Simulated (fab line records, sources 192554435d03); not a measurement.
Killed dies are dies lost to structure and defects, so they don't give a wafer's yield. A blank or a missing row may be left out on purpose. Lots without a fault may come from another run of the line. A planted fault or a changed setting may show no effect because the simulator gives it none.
A struck lot beside a sound one | flow n5_finfet | 37 steps out of a route of 1938
Sound: wafers L700.2, L700.3, L700.6. Struck: wafers L687.1, L687.4, L687.5. The cause comes at the end.
At each step with rows: each side's tool, then ch and its chambers, then its first start. Under that, the readings that differ: sound wafers | struck wafers | difference of the means | sigmas: that difference in standard deviations of wafers without a fault.
alike: readings whose means differ by less than 2 such deviations, and words and numbers that are the same on both sides. not compared: withheld readings, readings that some wafer has no value for, bounds like >300 that may hide the same value, and numbers for which the record gives no deviation and whose values overlap.
The two part at a step that has a row with sigmas, a row that says differs or no value, or rows on one side only. Numbers that don't overlap but have no deviation are shown without sigmas and don't part them. A reading that every wafer of one side lacks parts them only if that side has two wafers or more.

first, 9 steps without rows for these wafers: N5_BEOL_M4_ANNEAL_95 (time 240 s); N5_BEOL_M4_SPUTTER_96 (material Cu, target thk 4.5 nm, time 8.29 s); N5_BEOL_M4_ECD_50 (material Cu, target thk 300 nm); N5_BEOL_M4_ANNEAL_51 (time 90 s); N5_BEOL_M4_CMP_52 (polishes, stops on SiOC, t overpolish 6.8 s, target thk 40 nm); N5_BEOL_M4_PRE_CLEAN_60 (time 15 s); N5_BEOL_M4_CO_CAP_55 (material Co, precursor CCTBA/H2, target thk 2 nm, time 102.1 s); N5_BEOL_M4_PRE_CLEAN_56 (time 15 s); N5_BEOL_M4_DEP_57 (deposits SiCN from 3MS/NH3, target thk 8 nm, time 14 s).
N5_BEOL_M4_RC_MEAS_101:
  sound on prober-02 ch 0, day 13 05:36; struck on prober-02 ch 0, day 10 06:43
  alike: DIBL_N, DIBL_P, IOFF_N, IOFF_P, ION_N, ION_P, SS_N, SS_P, VT_N, VT_P
then, 24 steps without rows for these wafers: N5_BEOL_M5_ILD_DEP_00 (deposits SiCOH lowk from DEMS/porogen, target thk 140.64 nm, time 25.9 s); N5_BEOL_M5_CURE_79 (cures SiCOH lowk, time 240 s); N5_BEOL_M5_PECVD_70 (deposits SiO2 from TEOS/O2, target thk 16 nm, time 18 s); N5_BEOL_M5_HM_DEP_02 (deposits TiN, target thk 20 nm); N5_BEOL_M5_COAT_59 (time 60 s, resist thk 60 nm); N5_BEOL_M5_COAT_60 (time 60 s, resist thk 12 nm); N5_BEOL_M5_COAT_71 (time 60 s, resist thk 5 nm); N5_BEOL_M5_COAT_05 (resist thk 30 nm); N5_BEOL_M5_EBR_07; N5_BEOL_M5_SOFTBAKE_06 (time 60 s); N5_BEOL_M5_EXPOSE_08 (exposes mask M5, target cd 28 nm); N5_BEOL_M5_PEB_09 (peb time 60 s); N5_BEOL_M5_DEVELOP_10 (develop time 30 s); N5_BEOL_M5_DESCUM_16 (chemistry O2, time 7 s); N5_BEOL_M5_ETCH_72 (etches underlayer in N2/H2, target depth 6.5 nm, time 5.2 s); N5_BEOL_M5_ETCH_61 (etches SiARC in CF4, target depth 15.6 nm, time 26 s); N5_BEOL_M5_ETCH_62 (etches SOC in N2/H2, target depth 75 nm, overetch 15 nm, time 112.5 s); N5_BEOL_M5_STRIP_63 (strips in N2/H2); N5_BEOL_M5_STRIP_73 (strips in N2/H2); N5_BEOL_M5_STRIP_64 (strips in CF4); N5_BEOL_M5_HM_OPEN_17 (chemistry Cl2/BCl3, target TiN, target depth 20 nm, overetch 6 nm); N5_BEOL_M5_STRIP_19 (strips in O2); N5_BEOL_M5_COAT_65 (time 60 s, resist thk 60 nm); N5_BEOL_M5_COAT_66 (time 60 s, resist thk 12 nm).
-- the record jumps here: 3 days lie between the struck wafers' starts before and after (it left off in module BEOL_M5 and takes up again in module BEOL_M12, whose first step shown is number 1643 of the route) --
N5_BEOL_M12_ETCH_38: etches SiCN in CF4/N2, target depth 68.7 nm, time 73.4 s.
  sound on rie_diel-03 ch 1,2, day 16 00:54; struck on rie_diel-03 ch 0,2, day 12 22:32
  no value came back on the struck wafers for any of 7 readings (bias_w (W), cf4_flow_sccm (sccm) and others); on the sound wafers bias_w (W) reads 69.86 69.60 69.68
  reading                                       | sound           | struck        | difference | sigmas
  model.SiOC_of_BEOL_M12_ILD_DEP_00.thk_nm (nm) | 595.2 604 613.4 | 657 676 678.2 | +66        |
  not compared: rf_hours_counter_h
N5_BEOL_M12_CMP_49: polishes, stops on SiOC, t overpolish 20.6 s, target thk 320 nm.
  sound on cmp-02 ch 1,2,3, day 16 02:03; struck on cmp-02 ch 1,2, day 12 23:37
  reading                                       | sound           | struck        | difference | sigmas
  model.SiOC_of_BEOL_M12_ILD_DEP_00.thk_nm (nm) | 585.2 594 603.4 | 647 666 668.2 | +66        |
  alike: head_pressure_psi, motor_current_A, platen_rpm, retaining_ring_pressure_frac
N5_PASSIVATION_PROBE_49:
  the record has rows for the struck wafers here (prober-01, day 14 16:52) and none for the sound ones

WHERE THEY PART
First at N5_BEOL_M12_ETCH_38; last, within this record, at N5_PASSIVATION_PROBE_49.

WHY: what the simulator had put in
Skipped step whole: rie_diel-03, from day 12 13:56 on, at N5_BEOL_M12_ETCH_38. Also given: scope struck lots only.
